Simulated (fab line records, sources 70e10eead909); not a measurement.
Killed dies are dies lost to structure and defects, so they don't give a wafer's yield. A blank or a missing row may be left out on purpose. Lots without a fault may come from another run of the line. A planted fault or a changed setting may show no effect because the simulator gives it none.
fab line records | flow nand_harc
record lots=7 wafers=21 last_day=33
route steps=1302 shown A_CHANNEL_HOLE_D1@483 A_CHANNEL_FILL_D1@490 END@1302
lots that met no fault: from a run of the same line without faults
start_h: hours from the record's first day to the start of the lot's first wafer shown | wait_h: hours since the lot's step before | " the same as in the row above | L1.1+2: a row that stands for several wafers | - no value, or no start given | * or withheld: withheld | < > ~ a bound
route shown NAME@n: a module of which the file shows steps, and the number in the route of the first | usual: mean/standard deviation of fault-free wafers | same: alike in all rows | chamber/n: place in a boat | sites: the reading at each site | _std_site: their standard deviation | _edge_site: outer sites' mean less inner sites' | radius_mm: how far each site lies from the wafer's centre | mask NAME#n: copy n | behind: the tool/chamber that last shaped the wafer | hold: why the lot was held/for how many hours/how that ended | device: the transistor (n, p or np) that didn't switch | end of line: the same wafers' tests at the end of the route | a step without rows: its recipe alone | killed: dies lost to structure and defects at the first sort, not the wafer's yield | map: a wafer's dies, x killed, . not, _ none there
set.NAME: the setting as run; set.NAME@STEP: as run at that earlier step | model.NAME: the simulator's own value behind a step, which no gauge read
lots at some steps of the route; a table a step, a row a wafer
services: from which hour (start_h, from the record's first day; less than 0 if before it) a tool's chamber was out of use, for how many hours, and why
## steps
# step NHARC_A_CHANNEL_HOLE_D1_ETCH_44
# recipe target_depth_a=1400 overetch_a=140 time_s=77 ion_energy_ev=100 cf4_flow_sccm=80 o2_flow_sccm=20 ar_flow_sccm=0 rf_w=300 bias_w=100 chemistry=CF4/O2
# step NHARC_A_CHANNEL_HOLE_D1_STRIP_27
# recipe o2_flow_sccm=500 ar_flow_sccm=0 bias_w=0 chemistry=O2
# usual drypump_motor_current_A=5.6/0.39 oes_product_au=0.998/0.01 rf_vpp_V=57.8/0.89 showerhead_plenum_p_Torr=3.51/0.16 throttle_valve_pct=17.036/0.0094
# columns lot.wafer tool chamber start_h wait_h drypump_motor_current_A oes_product_au rf_hours_counter_h rf_vpp_V showerhead_plenum_p_Torr throttle_valve_pct
L366.4 rie_diel-09 3 - - 5.5 1.001 4 56.8 3.29 17.048
L366.3 " 1 " " 5.2 1.009 5 56.4 3.35 17.033
L366.2 " 2 " " 5.7 0.990 4 57.7 3.72 17.034
L373.3 rie_diel-09 2 - - 5.7 1.013 11 59.5 3.72 17.032
L373.4 " 1 " " 5.2 0.994 12 57.9 3.35 17.047
L373.6 " 2 " " 5.7 1.000 - 58.2 3.72 17.037
L374.2 rie_diel-09 2 - - 5.7 1.002 11 58.5 3.72 17.040
L374.4 " 3 " " 5.5 0.997 12 56.8 3.29 17.033
L374.5 " 1 " " 5.3 0.982 - 57.0 3.35 17.042
L375.2 rie_diel-09 1 - - 5.2 0.991 14 59.0 3.35 17.043
L375.6 " 1 " " 5.2 0.980 - 57.6 3.35 17.041
L375.5 " 2 " " 5.7 1.004 - 58.4 3.72 17.034
L385.3 rie_diel-07 2 - - 5.3 1.006 21 57.3 3.66 17.033
L385.1 " 0 " " 6.2 0.993 17 59.1 3.73 17.013
L385.2 " 1 " " 5.1 0.991 19 58.0 3.62 17.030
L384.2 rie_diel-09 2 - - 5.7 1.010 3 58.3 3.71 17.026
L384.4 " 0 " " 6.3 0.974 3 59.7 3.55 17.049
L384.5 " 2 " " 5.8 1.007 - 57.0 3.71 17.038
L389.1 rie_diel-07 1 - - 5.0 0.989 36 57.7 3.61 17.030
L389.2 " 2 " " 5.2 1.005 38 58.2 3.65 17.027
L389.6 " 3 " " 5.3 1.000 - 57.7 3.47 17.032
# step NHARC_A_CHANNEL_HOLE_D1_PRECLEAN_28
# recipe time_s=* temp_c=50 bath_age_min=0 chemistry=SC1
# step NHARC_A_CHANNEL_HOLE_D1_SRD_29
# step NHARC_A_CHANNEL_HOLE_D1_CD_MEAS_30
# usual cd_nm=89.4/1.2
# columns lot.wafer tool chamber start_h wait_h cd_nm
L366.2 cd_sem-01 - 193.81 - 89.6
L366.3 " - " " 88.8
L366.4 " - " " 88.3
L373.3 cd_sem-02 - 263.26 - 90.4
L373.4 " - " " 88.3
L373.6 " - " " 89.6
L374.2 cd_sem-03 - 266.42 - 88.9
L374.4 " - " " 87.9
L374.5 " - " " 88.5
L375.2 cd_sem-03 - 280.76 - 88.2
L375.5 " - " " 89.4
L375.6 " - " " 88.9
L385.1 cd_sem-02 - 368.97 - 87.3
L385.2 " - " " 89.2
L385.3 " - " " 88.0
L384.2 cd_sem-02 - 370.46 - 89.0
L384.4 " - " " 90.3
L384.5 " - " " 89.2
L389.1 cd_sem-02 - 424.39 - 89.3
L389.2 " - " " 91.8
L389.6 " - " " 91.6
# step NHARC_A_CHANNEL_HOLE_D1_XSEM_31
# recipe landing_energy_ev=35000
# usual bot_cd_nm=73.9/1.3 bow_nm=8.73/0.25 tilt_deg=0.08/0.038
# columns lot.wafer tool chamber start_h wait_h bot_cd_nm bow_nm tilt_deg
L366.2 xsem-02 0 193.90 0.1 74.8 9.39 0.09
L366.3 " 0 " " 73.2 9.17 0.09
L366.4 " 0 " " 72.4 9.28 0.09
L373.3 xsem-01 0 263.35 0.1 75.4 8.40 0.00
L373.4 " 0 " " 73.6 8.42 0.00
L373.6 " 0 " " 75.6 8.48 0.00
L374.2 xsem-02 0 266.51 0.1 72.7 8.54 0.11
L374.4 " 0 " " 71.9 8.52 0.11
L374.5 " 0 " " 72.5 8.51 0.11
L375.2 xsem-01 0 280.85 0.1 72.0 8.85 0.14
L375.5 " 0 " " 73.0 8.80 0.14
L375.6 " 0 " " 72.4 8.86 0.14
L385.1 xsem-01 0 369.05 0.1 72.4 8.69 0.11
L385.2 " 0 " " 74.3 8.72 0.11
L385.3 " 0 " " 72.8 8.69 0.11
L384.2 xsem-02 0 370.56 0.1 74.3 8.52 0.12
L384.4 " 0 " " 74.7 8.53 0.12
L384.5 " 0 " " 72.4 8.53 0.12
L389.1 xsem-01 0 424.47 0.1 73.4 8.62 0.05
L389.2 " 0 " " 76.8 8.73 0.05
L389.6 " 0 " " 76.7 8.71 0.05
# step NHARC_A_CHANNEL_HOLE_D1_INSPECT_40
# usual raw_defect_count=70/27
# columns lot.wafer tool chamber start_h wait_h raw_defect_count
L366.2 defect_inspect-01 - 194.00 - 84
L366.3 " - " " 98
L366.4 " - " " 100
L373.3 defect_inspect-01 - 263.44 - 104
L373.4 " - " " 114
L373.6 " - " " 124
L374.2 defect_inspect-02 - 266.61 - 69
L374.4 " - " " 51
L374.5 " - " " 71
L375.2 defect_inspect-01 - 280.94 - 84
L375.5 " - " " 104
L375.6 " - " " 100
L385.1 defect_inspect-01 - 369.15 - 100
L385.2 " - " " 93
L385.3 " - " " 85
L384.2 defect_inspect-02 - 370.65 - 77
L384.4 " - " " 60
L384.5 " - " " 52
L389.1 defect_inspect-01 - 424.57 - 29
L389.2 " - " " 52
L389.6 " - " " 64
# step NHARC_A_CHANNEL_FILL_D1_PRECLEAN_00
# recipe time_s=* temp_c=50 bath_age_min=0 chemistry=SC1
# step NHARC_A_CHANNEL_FILL_D1_SRD_01
# step NHARC_A_CHANNEL_FILL_D1_ALD_02
# recipe target_thk_a=60 pulse_time_s=10 ald_cycles=60 temp_c=300 material=SiO2
# usual ald_cycles=60/0 heater_power_w=466/33 precursor_pulse_height_rel=1.004/0.021
# columns lot.wafer tool chamber start_h wait_h ald_cycles heater_power_w precursor_pulse_height_rel
L366.3 ald_hk-02 0 194.19 - 60 476 1.020
L366.2 " 2 " " 60 434 1.020
L366.4 " 3 " " 60 488 1.042
L373.3 ald_hk-01 3 263.71 - 60 476 1.026
L373.4 " 0 " " 60 437 1.047
L373.6 " 3 " " 60 479 1.023
L374.2 ald_hk-01 0 266.81 - 60 445 1.039
L374.4 " 3 " " 60 473 1.009
L374.5 " 0 " " 60 433 1.000
L375.2 ald_hk-03 2 281.13 - 60 463 0.994
L375.6 " 2 " " 60 467 1.016
L375.5 " 3 " " 60 438 1.008
L385.3 ald_hk-03 3 369.40 - 60 431 1.012
L385.1 " 1 " " 60 462 0.987
L385.2 " 2 " " 60 459 1.043
L384.2 ald_hk-03 2 370.84 - 60 469 0.984
L384.4 " 3 " " 60 440 0.983
L384.5 " 2 " " 60 456 1.047
L389.1 ald_hk-01 2 424.76 - 60 491 1.015
L389.2 " 3 " " 60 469 0.980
L389.6 " 2 " " 60 511 0.994
# step NHARC_A_CHANNEL_FILL_D1_ALD_03
# recipe target_thk_a=60 pulse_time_s=60 ald_cycles=58 temp_c=630 pressure_torr=2 material=SiNx
# usual ald_cycles=58/0 precursor_pulse_height_rel=0.999/0.02
# columns lot.wafer tool chamber start_h wait_h ald_cycles precursor_pulse_height_rel
L366.2 ald_sin_batch-01 0 - - 58 0.985
L366.3 " 0 " " 58 0.997
L366.4 " 0 " " 58 0.976
L373.3 ald_sin_batch-03 0 - - 58 0.985
L373.4 " 0 " " 58 0.978
L373.6 " 0 " " 58 1.012
L374.2 ald_sin_batch-01 0 - - 58 1.011
L374.4 " 0 " " 58 1.020
L374.5 " 0 " " 58 1.005
L375.2 ald_sin_batch-03 0 - - 58 0.994
L375.5 " 0 " " 58 1.005
L375.6 " 0 " " 58 0.985
L384.2 ald_sin_batch-03 0 - - 58 0.960
L384.4 " 0 " " 58 1.027
L384.5 " 0 " " 58 1.009
L385.1 ald_sin_batch-03 0 - - 58 1.013
L385.2 " 0 " " 58 0.999
L385.3 " 0 " " 58 1.003
L389.1 ald_sin_batch-01 0 - - 58 0.969
L389.2 " 0 " " 58 0.994
L389.6 " 0 " " 58 0.995
# step NHARC_A_CHANNEL_FILL_D1_ALD_14
# recipe target_thk_a=25 pulse_time_s=10 ald_cycles=25 temp_c=300 material=SiO2
# step NHARC_A_CHANNEL_FILL_D1_ALD_15
# recipe target_thk_a=20 pulse_time_s=60 ald_cycles=19 temp_c=630 pressure_torr=2 material=SiNx
# usual ald_cycles=19/0 precursor_pulse_height_rel=1.000/0.019
# columns lot.wafer tool chamber start_h wait_h ald_cycles precursor_pulse_height_rel
L366.2 ald_sin_batch-02 0 207.19 - 19 0.997
L366.3 " 0 " " 19 0.996
L366.4 " 0 " " 19 1.029
L373.3 ald_sin_batch-01 0 273.80 - 22 0.965
L373.4 " 0 " " 22 1.009
L373.6 " 0 " " 22 0.975
L374.2 ald_sin_batch-01 0 277.24 - 22 0.974
L374.4 " 0 " " 22 0.998
L374.5 " 0 " " 22 0.978
L375.2 ald_sin_batch-01 0 291.21 - 22 0.989
L375.5 " 0 " " 22 0.965
L375.6 " 0 " " 22 0.997
L384.2 ald_sin_batch-01 0 379.47 - 19 0.991
L384.4 " 0 " " 19 0.996
L384.5 " 0 " " 19 0.970
L385.1 ald_sin_batch-01 0 379.47 - 19 1.029
L385.2 " 0 " " 19 0.992
L385.3 " 0 " " 19 1.022
L389.1 ald_sin_batch-01 0 435.08 - 19 0.988
L389.2 " 0 " " 19 0.999
L389.6 " 0 " " 19 1.007
# step NHARC_A_CHANNEL_FILL_D1_ALD_16
# recipe target_thk_a=15 pulse_time_s=10 ald_cycles=15 temp_c=300 material=SiO2
# usual ald_cycles=15/0 heater_power_w=465/34 precursor_pulse_height_rel=0.998/0.022
# columns lot.wafer tool chamber start_h wait_h ald_cycles heater_power_w precursor_pulse_height_rel
L366.2 ald_hk-03 2 209.29 0.1 15 443 1.008
L366.3 " 3 " " 15 464 1.038
L366.4 " 0 " " 15 428 0.997
L373.4 ald_hk-02 2 275.86 0.0 15 432 0.986
L373.3 " 1 " " 15 444 1.013
L373.6 " 3 " " 15 472 0.992
L374.2 ald_hk-03 0 279.31 0.0 15 415 1.020
L374.4 " 3 " " 15 452 1.011
L374.5 " 0 " " 15 425 0.970
L375.2 ald_hk-01 1 293.36 0.1 15 519 0.975
L375.6 " 2 " " 15 532 1.007
L375.5 " 3 " " 15 475 1.021
L384.4 ald_hk-02 1 381.51 0.1 15 421 1.045
L384.2 " 2 " " 15 434 0.967
L384.5 " 1 " " 15 425 0.995
L385.1 ald_hk-01 2 381.52 0.1 15 489 1.027
L385.3 " 0 " " 15 445 1.023
L385.2 " 1 " " 15 523 0.993
L389.1 ald_hk-02 1 437.39 0.3 15 428 1.010
L389.2 " 2 " " 15 436 1.002
L389.6 " 2 " " 15 447 0.992
# step NHARC_END_SORT_01
# recipe temp_c=25
# usual killed_at_array=58/20 killed_at_other=1.0/1.2 killed_at_periphery=4.1/3 killed_dies=63/20 killed_open=3.2/1.7 killed_short=2.5/1.5
# same gross_dies=677
# columns lot.wafer tool chamber start_h wait_h killed_at_array killed_at_other killed_at_periphery killed_dies killed_open killed_short
L366.2 prober-02 0 592.08 2.8 71 3 3 77 2 3
L366.3 prober-02 0 592.87 3.1 86 0 3 89 3 1
L366.4 prober-02 0 593.67 3.4 80 0 3 83 2 1
L373.3 prober-02 0 623.15 3.1 39 2 1 42 2 1
L373.4 prober-02 0 623.94 3.4 69 1 2 72 7 1
L373.6 prober-02 0 625.52 4.0 76 2 0 78 3 5
L375.2 prober-02 0 648.64 2.8 57 1 2 60 4 2
L375.5 prober-02 0 651.05 3.7 55 1 1 57 4 2
L375.6 prober-02 0 651.85 4.0 55 0 3 58 4 1
L384.2 prober-02 0 735.87 2.8 64 0 2 66 2 1
L384.4 prober-02 0 737.48 3.4 65 0 8 73 5 3
L384.5 prober-02 0 738.29 3.7 49 1 1 51 2 2
# killed by level:class
L366.2 A_CHANNEL_HOLE_D1:chamber_film_flake=26 A_SLIT:chamber_film_flake=25 A_CHANNEL_HOLE_D2:chamber_film_flake=12 P_STI:chamber_film_flake=2 A_SGD_CUT:chamber_film_flake=2 THIN_TSV:chamber_film_flake=2 A_CHANNEL_FILL_D1:geometric_particle:open=1 A_DECK1_JOINT:geometric_particle:short=1
L366.3 A_CHANNEL_HOLE_D1:chamber_film_flake=33 A_SLIT:chamber_film_flake=31 A_CHANNEL_HOLE_D2:chamber_film_flake=8 A_SGD_CUT:chamber_film_flake=5 P_STI:chamber_film_flake=3 A_CONTACT:chamber_film_flake=3 A_DECK1_JOINT:chamber_film_flake=2 A_CHANNEL_HOLE_D1:geometric_particle:open=1
L366.4 A_SLIT:chamber_film_flake=37 A_CHANNEL_HOLE_D1:chamber_film_flake=23 A_CHANNEL_HOLE_D2:chamber_film_flake=13 P_STI:chamber_film_flake=2 A_CONTACT:chamber_film_flake=2 A_CHANNEL_FILL_D1:geometric_particle:open=1 A_WL_FILL:geometric_particle:short=1 A_CONTACT:geometric_particle:open=1
L373.3 A_CHANNEL_HOLE_D1:chamber_film_flake=16 A_CHANNEL_HOLE_D2:chamber_film_flake=11 A_CHANNEL_FILL_D1:chamber_film_flake=2 A_SLIT:chamber_film_flake=2 A_CONTACT:chamber_film_flake=2 A_M0:chamber_film_flake=2 THIN_TSV:chamber_film_flake=2 P_GATE:geometric_particle:open=1
L373.4 A_CHANNEL_HOLE_D1:chamber_film_flake=29 A_CHANNEL_HOLE_D2:chamber_film_flake=20 A_M0:chamber_film_flake=5 A_STAIRCASE:chamber_film_flake=3 A_CHANNEL_FILL_D1:geometric_particle:open=2 A_CONTACT:chamber_film_flake=2 P_GATE:geometric_particle:open=1 P_M1:geometric_particle:open=1
L373.6 A_CHANNEL_HOLE_D1:chamber_film_flake=36 A_CHANNEL_HOLE_D2:chamber_film_flake=16 A_CONTACT:chamber_film_flake=4 A_WL_FILL:chamber_film_flake=3 A_M0:chamber_film_flake=3 A_CHANNEL_FILL_D2:geometric_particle:short=2 A_CHANNEL_FILL_D1:chamber_film_flake=2 A_CHANNEL_FILL_D1:geometric_particle:short=1
L375.2 A_CHANNEL_HOLE_D1:chamber_film_flake=26 A_CHANNEL_HOLE_D2:chamber_film_flake=15 A_STAIRCASE:chamber_film_flake=4 A_CHANNEL_FILL_D2:chamber_film_flake=2 A_CONTACT:chamber_film_flake=2 P_CONTACT:geometric_particle:open=1 A_ONON_D1:geometric_particle:short=1 A_CHANNEL_FILL_D1:geometric_particle:open=1
L375.5 A_CHANNEL_HOLE_D1:chamber_film_flake=22 A_CHANNEL_HOLE_D2:chamber_film_flake=15 A_CONTACT:chamber_film_flake=7 A_CHANNEL_HOLE_D1:geometric_particle:short=2 A_ZERO_WELL:chamber_film_flake=2 A_CHANNEL_FILL_D2:chamber_film_flake=2 P_CONTACT:geometric_particle:open=1 A_CHANNEL_FILL_D2:geometric_particle:open=1
L375.6 A_CHANNEL_HOLE_D1:chamber_film_flake=27 A_CHANNEL_HOLE_D2:chamber_film_flake=15 A_CONTACT:chamber_film_flake=3 P_GATE:chamber_film_flake=2 A_SGD_CUT:chamber_film_flake=2 A_ONON_D1:geometric_particle:open=1 A_ONON_D1:geometric_particle:short=1 A_CHANNEL_HOLE_D1:geometric_particle:open=1
L384.2 A_SLIT:chamber_film_flake=31 A_CHANNEL_HOLE_D1:chamber_film_flake=16 A_CONTACT:chamber_film_flake=8 A_STAIRCASE:chamber_film_flake=3 P_GATE:chamber_film_flake=2 A_DECK1_JOINT:chamber_film_flake=2 A_ONON_D1:geometric_particle:short=1 A_CHANNEL_HOLE_D1:geometric_particle:open=1
L384.4 A_SLIT:chamber_film_flake=32 A_CHANNEL_HOLE_D1:chamber_film_flake=18 A_CONTACT:chamber_film_flake=4 P_GATE:chamber_film_flake=3 A_WL_FILL:chamber_film_flake=3 A_CHANNEL_FILL_D2:geometric_particle:open=2 P_STI:geometric_particle:open=1 P_GATE:geometric_particle:open=1
L384.5 A_SLIT:chamber_film_flake=35 A_CHANNEL_HOLE_D1:chamber_film_flake=5 A_CONTACT:chamber_film_flake=3 P_M0:geometric_particle:short=1 A_ONON_D1:geometric_particle:open=1 A_CHANNEL_HOLE_D1:geometric_particle:short=1 A_DECK1_JOINT:geometric_particle:open=1 A_DECK1_JOINT:chamber_film_flake=1
## services
# columns tool chamber start_h hours kind
ald_hk-02 - 172.48 10.0 pm
rie_diel-09 0 176.60 - clean
rie_diel-09 1 176.60 - clean
rie_diel-09 2 176.60 - clean
rie_diel-09 3 176.60 - clean
rie_diel-07 2 184.42 8.1 repair
rie_diel-09 0 201.10 - clean
rie_diel-09 1 201.10 - clean
rie_diel-09 2 201.10 - clean
rie_diel-09 3 201.10 - clean
ald_hk-03 0 214.17 10.0 vent_cycle
ald_hk-03 1 214.17 10.0 vent_cycle
rie_diel-09 2 218.79 4.5 repair
rie_diel-09 0 239.80 1.7 repair
ald_sin_batch-02 - 266.00 26.0 pm
rie_diel-07 - 294.28 9.0 pm
ald_hk-01 - 296.69 10.0 pm
rie_diel-09 - 320.10 9.0 pm
ald_hk-02 - 350.48 10.0 pm
ald_sin_batch-01 - 358.67 3.2 repair
xsem-01 - 374.00 14.0 pm
ald_hk-03 - 392.17 10.0 pm
rie_diel-09 0 427.66 5.7 repair
rie_diel-09 1 431.50 4.7 repair
## key
first_sign step=NHARC_A_CHANNEL_FILL_D1_ALD_15 reading=ald_cycles direction=up sigmas=99+ usual=19 struck=22
effect none on later readings
met_at NHARC_A_CHANNEL_FILL_D1_ALD_15
struck_wafers L373.3,L373.4,L373.6,L374.2,L374.4,L374.5,L375.2,L375.5,L375.6
tester_left_out L373,L374,L375
fault kind=process_parameter_drift tool=ald_sin_batch-01 chamber=- onset_h=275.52 steps=NHARC_A_CHANNEL_FILL_D1_ALD_15 channel=ald_cycles offset=3 shape=step end_h=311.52 acts_in=these_recipes_only stated=19
# tester_left_out: of these lots the tester's yield and bins aren't shown, on N5 and GAA mostly nor the transistor test; their killed dies are dies lost to structure and defects alone, not to doping, threshold or leakage, so they don't give the yield
